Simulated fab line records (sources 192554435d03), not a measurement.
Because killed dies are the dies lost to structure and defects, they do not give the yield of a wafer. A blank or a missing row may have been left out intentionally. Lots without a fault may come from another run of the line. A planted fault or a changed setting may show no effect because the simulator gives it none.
Struck lot and sound lot, side by side | flow n5Finfet | 25 out of 1938 route steps
Sound: wafers L211.1, L211.2, L211.6. The struck wafers were L221.1, L221.4, L221.5. The cause is named last.
Order at every step that has rows: each side's tool, ch and its chambers, its first start. Under that, the readings that differ: sound wafers | struck wafers | difference of the means | sigmas: that difference in standard deviations of wafers without a fault.
alike: words and numbers the same on both sides, and readings whose means are apart by under 2 such deviations; not compared: readings that were withheld, readings missing a value for some wafer, numbers with overlapping values and no deviation given by the record, and bounds like >300 which may hide the same value.
A row with sigmas, a row that says differs or no value, or rows on one side alone: a step with any of these is where the two part. Non-overlapping numbers with no deviation appear without sigmas and do not part them. A reading that every wafer of one side lacks parts them only if that side has two wafers or more.

N5_BEOL_M6_OVL_MEAS_12:
  sound on overlay-02 ch 0, day 9 23:06; struck on overlay-02 ch 0, day 12 19:06
  alike: M6_OVL
N5_BEOL_M6_INSPECT_13: inspects for defects (brightfield).
  sound on defectInspect-02, day 9 23:07; struck on defectInspect-02, day 12 19:07
  alike: rawDefectCount
N5_BEOL_M6_DESCUM_16: chemistry O2, time 7.9 s.
  sound on rieDiel-01 ch 2,3, day 9 23:29; struck on rieDiel-05 ch 0,2,3, day 12 19:13
reading    | sound             | struck            | difference | sigmas
rfVppV (V) | 242.6 244.6 244.7 | 242.2 239.6 241.0 | -3.0       | -2
  alike: drypumpMotorCurrentA, oesProductAu, showerheadPlenumPTorr, tempC, throttleValvePct
  not compared: rfHoursCounterH
then, 3 steps without rows for these wafers: N5_BEOL_M6_ETCH_61 (etches SiARC in CF4, target depth 45.5 nm, time 75.8 s); N5_BEOL_M6_ETCH_62 (etches SOC in N2/H2, target depth 110 nm, overetch 22 nm, time 165 s); N5_BEOL_M6_STRIP_68 (strips in N2/H2).
N5_BEOL_M6_STRIP_67: strips in CF4.
  sound on rieDiel-01 ch 2,3, day 9 23:43; struck on rieDiel-05 ch 0,2,3, day 12 19:27
  alike: cf4FlowSccm, drypumpMotorCurrentA, oesProductAu, rfVppV, showerheadPlenumPTorr, throttleValvePct
  not compared: rfHoursCounterH
N5_BEOL_M6_HM_OPEN_17: chemistry Cl2/BCl3, target TiN, target depth 20 nm, overetch 6 nm.
  sound on rieMetal-02 ch 0,1, day 9 23:45; struck on rieMetal-01 ch 0,1, day 12 19:30
  alike: drypumpMotorCurrentA, oesProductAu, throttleValvePct
  not compared: rfHoursCounterH
N5_BEOL_M6_STRIP_19: strips in O2.
  sound on rieDiel-05 ch 1,2,3, day 9 23:57; struck on rieDiel-02 ch 0,2,3, day 12 19:37
  alike: drypumpMotorCurrentA, oesProductAu, rfVppV, showerheadPlenumPTorr, tempC, throttleValvePct
  not compared: rfHoursCounterH
N5_BEOL_M6_CD_MEAS_18: pitch 80 nm, target cd 40 nm.
  sound on cdSem-02, day 10 00:01; struck on cdSem-01, day 12 19:41
  alike: cdNm
then, 2 steps without rows for these wafers: N5_BEOL_M6_COAT_63 (time 60 s, resist thk 60 nm); N5_BEOL_M6_COAT_64 (time 60 s, resist thk 12 nm).
N5_BEOL_M6_COAT_71: time 60 s, resist thk 5 nm.
  sound on lithoTrack-02 ch 0, day 10 00:14; struck on lithoTrack-05 ch 0, day 12 20:38
reading            | sound                | struck               | difference | sigmas
spinSpeedRpm (rpm) | 1501.4 1501.1 1500.0 | 1628.3 1633.6 1629.8 | +129.7     | +99 or more
  alike: dispensePressureKPa
then, 6 steps without rows for these wafers: N5_BEOL_M6_COAT_22 (resist thk 30 nm); N5_BEOL_M6_EBR_24; N5_BEOL_M6_SOFTBAKE_23 (time 60 s); N5_BEOL_M6_EXPOSE_25 (exposes mask V5, target cd 40 nm); N5_BEOL_M6_PEB_26 (peb time 60 s); N5_BEOL_M6_DEVELOP_27 (develop time 30 s).
N5_BEOL_M6_CD_MEAS_28 targets a cd of 40 nm.
  sound on cdSem-02 ch 0, day 10 00:38; struck on cdSem-03 ch 0, day 12 20:55
reading   | sound             | struck            | difference | sigmas
cdNm (nm) | 39.92 39.80 39.72 | 40.41 40.32 40.39 | +0.56      | +3
N5_BEOL_M6_OVL_MEAS_29:
  sound on overlay-01 ch 0, day 10 00:40; struck on overlay-01 ch 0, day 12 20:56
  alike: V5_OVL
N5_BEOL_M6_INSPECT_30: inspects for defects (brightfield).
  sound on defectInspect-01, day 10 00:43; struck on defectInspect-01, day 12 21:00
  alike: rawDefectCount
N5_BEOL_M6_DESCUM_33: chemistry O2, time 7 s.
  sound on rieDiel-01 ch 0,1,3, day 10 00:57; struck on rieDiel-05 ch 1,2,3, day 12 21:02
  alike: drypumpMotorCurrentA, oesProductAu, rfVppV, showerheadPlenumPTorr, tempC, throttleValvePct
  not compared: rfHoursCounterH
N5_BEOL_M6_ETCH_72: etches underlayer in N2/H2, target depth 6.5 nm, time 5.2 s.
  sound on rieDiel-01 ch 0,1,3, day 10 00:59; struck on rieDiel-05 ch 1,2,3, day 12 21:04
reading                 | sound             | struck            | difference | sigmas
etchRfOnTimeS (s)       | 5.22 5.22 5.17    | 4.96 5.03 4.94    | -0.23      | -3
model.etch.depthNm (nm) | 4.983 4.995 4.999 | 4.788 4.778 4.791 | -0.207     | 
  alike: drypumpMotorCurrentA, oesProductAu, rfVppV, showerheadPlenumPTorr, throttleValvePct
  not compared: rfHoursCounterH
then, 1 step without rows for these wafers: N5_BEOL_M6_ETCH_65 (etches SiARC in CF4, target depth 15.6 nm, time 26 s).

== WHERE THEY PART ==
First at N5_BEOL_M6_DESCUM_16; last, within this record, at N5_BEOL_M6_ETCH_72.

WHY: whatever the simulator had introduced
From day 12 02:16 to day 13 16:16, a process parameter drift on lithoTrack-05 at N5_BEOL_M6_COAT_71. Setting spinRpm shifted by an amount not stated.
